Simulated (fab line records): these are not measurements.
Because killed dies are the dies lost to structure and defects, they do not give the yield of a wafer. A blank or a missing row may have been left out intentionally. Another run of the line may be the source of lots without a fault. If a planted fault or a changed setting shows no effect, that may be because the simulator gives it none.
Which tool was responsible? || flow n5_finfet || 12 lots, 36 wafers sampled, at 2 steps of a route of 1938

## WHAT EACH GAUGE READ, for each wafer
N5_BEOL_M8_THK_MEAS_53: measures by xrf. Usual: M8_THK 81.0 nm, standard deviation 2.3.
{"lot": "L262", "measured": "day 9 07:23", "on": "film_metro-01", "M8_THK (nm)": "79.9 79.7 81.1", "flag": ""}
{"lot": "L263", "measured": "day 9 15:49", "on": "film_metro-01", "M8_THK (nm)": "79.2 78.2 80.4", "flag": ""}
{"lot": "L265", "measured": "day 9 21:52", "on": "film_metro-01", "M8_THK (nm)": "78.6 80.6 80.8", "flag": ""}
{"lot": "L266", "measured": "day 10 07:19", "on": "film_metro-02", "M8_THK (nm)": "77.3 78.9 77.0", "flag": ""}
{"lot": "L267", "measured": "day 10 18:01", "on": "film_metro-01", "M8_THK (nm)": "79.1 79.5 78.2", "flag": ""}
{"lot": "L268", "measured": "day 10 19:32", "on": "film_metro-02", "M8_THK (nm)": "79.4 82.9 77.0", "flag": ""}
{"lot": "L270", "measured": "day 11 15:01", "on": "film_metro-02", "M8_THK (nm)": "83.0 79.5 82.6", "flag": ""}
{"lot": "L271", "measured": "day 11 15:41", "on": "film_metro-02", "M8_THK (nm)": "77.8 82.0 78.7", "flag": ""}
{"lot": "L281", "measured": "day 15 02:20", "on": "film_metro-01", "M8_THK (nm)": "80.4 82.5 81.2", "flag": ""}
{"lot": "L282", "measured": "day 15 06:37", "on": "film_metro-01", "M8_THK (nm)": "85.8 84.2 80.8", "flag": ""}
{"lot": "L285", "measured": "day 15 10:50", "on": "film_metro-02", "M8_THK (nm)": "80.4 82.3 78.0", "flag": ""}
{"lot": "L284", "measured": "day 15 13:34", "on": "film_metro-01", "M8_THK (nm)": "79.7 83.4 83.2", "flag": ""}

## WHAT TOOL EACH LOT RAN ON (gives the tool, then ch and the chambers of the sampled wafers, and finally the start)
{"lot": "L262", "N5_BEOL_M8_PRE_CLEAN_45": "pvd_sputter-01, day 9 05:55"}
{"lot": "L263", "N5_BEOL_M8_PRE_CLEAN_45": "pvd_sputter-01, day 9 14:14"}
{"lot": "L265", "N5_BEOL_M8_PRE_CLEAN_45": "pvd_sputter-02, day 9 19:50"}
{"lot": "L266", "N5_BEOL_M8_PRE_CLEAN_45": "pvd_sputter-03, day 10 05:10"}
{"lot": "L267", "N5_BEOL_M8_PRE_CLEAN_45": "pvd_sputter-01, day 10 16:05"}
{"lot": "L268", "N5_BEOL_M8_PRE_CLEAN_45": "pvd_sputter-03, day 10 16:28"}
{"lot": "L270", "N5_BEOL_M8_PRE_CLEAN_45": "pvd_sputter-02, day 11 13:25"}
{"lot": "L271", "N5_BEOL_M8_PRE_CLEAN_45": "pvd_sputter-02, day 11 13:49"}
{"lot": "L281", "N5_BEOL_M8_PRE_CLEAN_45": "pvd_sputter-03, day 15 00:57"}
{"lot": "L282", "N5_BEOL_M8_PRE_CLEAN_45": "pvd_sputter-02, day 15 04:49"}
{"lot": "L285", "N5_BEOL_M8_PRE_CLEAN_45": "pvd_sputter-03, day 15 08:56"}
{"lot": "L284", "N5_BEOL_M8_PRE_CLEAN_45": "pvd_sputter-02, day 15 11:48"}
- N5_BEOL_M8_PRE_CLEAN_45: time 30 s.

## AS READ BY THE TOOLS THEMSELVES (means over the sampled wafers that have a number; for cases with no such wafer, the mark the record gives instead)
N5_BEOL_M8_PRE_CLEAN_45. Usual: heater_power_w reads 329 W (standard deviation 25).
{"lot": "L262", "tool": "pvd_sputter-01", "heater_power_w (W)": 316, "flag": ""}
{"lot": "L263", "tool": "pvd_sputter-01", "heater_power_w (W)": 329, "flag": ""}
{"lot": "L265", "tool": "pvd_sputter-02", "heater_power_w (W)": 320, "flag": ""}
{"lot": "L266", "tool": "pvd_sputter-03", "heater_power_w (W)": 355, "flag": ""}
{"lot": "L267", "tool": "pvd_sputter-01", "heater_power_w (W)": 324, "flag": ""}
{"lot": "L268", "tool": "pvd_sputter-03", "heater_power_w (W)": 337, "flag": ""}
{"lot": "L270", "tool": "pvd_sputter-02", "heater_power_w (W)": 325, "flag": ""}
{"lot": "L271", "tool": "pvd_sputter-02", "heater_power_w (W)": 307, "flag": ""}
{"lot": "L281", "tool": "pvd_sputter-03", "heater_power_w (W)": 347, "flag": ""}
{"lot": "L282", "tool": "pvd_sputter-02", "heater_power_w (W)": 323, "flag": ""}
{"lot": "L285", "tool": "pvd_sputter-03", "heater_power_w (W)": 344, "flag": ""}
{"lot": "L284", "tool": "pvd_sputter-02", "heater_power_w (W)": 320, "flag": ""}

## THE ANSWER, worked out from the rows above alone
Rule: lot off if the mean of its wafers having a number is beyond 3 standard deviations from the usual mean. A lot without any number at a reading at which 4 lots or more have one is off too. Where the step has rows for the other lots, those lots are counted as sound. After the gauges, taken in route order, come the tools' own readings; for these a lot's mean is taken, as printed above. The first step at which some lot is off is used, and at that step the reading that is off furthest; a lot without a number counts as furthest.
No lot is off on any of the readings shown, so nothing can be concluded from this.

## WHAT THE SIMULATOR PUT IN
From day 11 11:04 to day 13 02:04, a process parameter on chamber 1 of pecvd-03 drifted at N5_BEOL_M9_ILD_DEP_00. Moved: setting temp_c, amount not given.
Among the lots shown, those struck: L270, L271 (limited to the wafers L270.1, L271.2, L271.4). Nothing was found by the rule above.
